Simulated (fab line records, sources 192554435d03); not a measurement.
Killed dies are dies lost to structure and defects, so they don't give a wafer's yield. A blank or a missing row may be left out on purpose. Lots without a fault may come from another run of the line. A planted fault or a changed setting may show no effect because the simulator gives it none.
Chamber matching | flow n5_finfet | N5_BEOL_M4_ILD_DEP_00 on pecvd-01: 3 sister chambers
The step deposits SiOC from DEMS/O2, target thk 79 nm, time 15.3 s. 6 wafers are shown with their chamber, then 7 later ones without.

WAFERS WITH THEIR CHAMBER
wafer  | chamber | throttle_valve_pct (%) | chamber_pressure_Torr (Torr)
L084.6 | 1       | 11.1                   | 5.006
L089.6 | 0       | 11.4                   | 4.986
L091.5 | 1       | 11.1                   | 4.992
L091.6 | 2       | 11.9                   | 4.994
L093.3 | 0       | 11.8                   | 4.989
L093.5 | 2       | 12.0                   | 5.001

WAFERS WITHOUT THEIR CHAMBER
wafer  | throttle_valve_pct (%) | chamber_pressure_Torr (Torr)
L093.6 | 11.5                   | 4.989
L092.2 | 11.4                   | 4.979
L092.3 | 11.6                   | 4.996
L092.5 | 11.2                   | 5.010
L094.1 | 11.6                   | 4.999
L094.3 | 11.0                   | 4.969
L094.5 | 11.9                   | 5.016

WHICH CHAMBER EACH WENT THROUGH
wafer  | from the rows above          | in truth
L093.6 | 0                            | 0
L092.2 | can't be placed: 0 or 1      | 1
L092.3 | can't be placed: 0 or 2 or 1 | 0
L092.5 | 1                            | 1
L094.1 | can't be placed: 0 or 2 or 1 | 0
L094.3 | can't be placed: 0 or 1      | 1
L094.5 | can't be placed: 2 or 0      | 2
Placed correctly: 2 of 7. Can't be placed from these rows: 5 (the true chamber is among the candidates in 5). Placed wrongly: 0.
How it was worked out, from the rows above alone: a wafer's distance from a chamber is the root of the sum, over the readings, of the square of ((its reading less the chamber's mean) divided by the reading's scatter). The wafer belongs to the nearest chamber; if the next one is less than 2 further off, it can't be placed. A chamber's mean is the mean of its shown wafers. The scatter: the root of (the sum of the squares of (reading less its chamber's mean) over the shown wafers, divided by (wafers less chambers)).
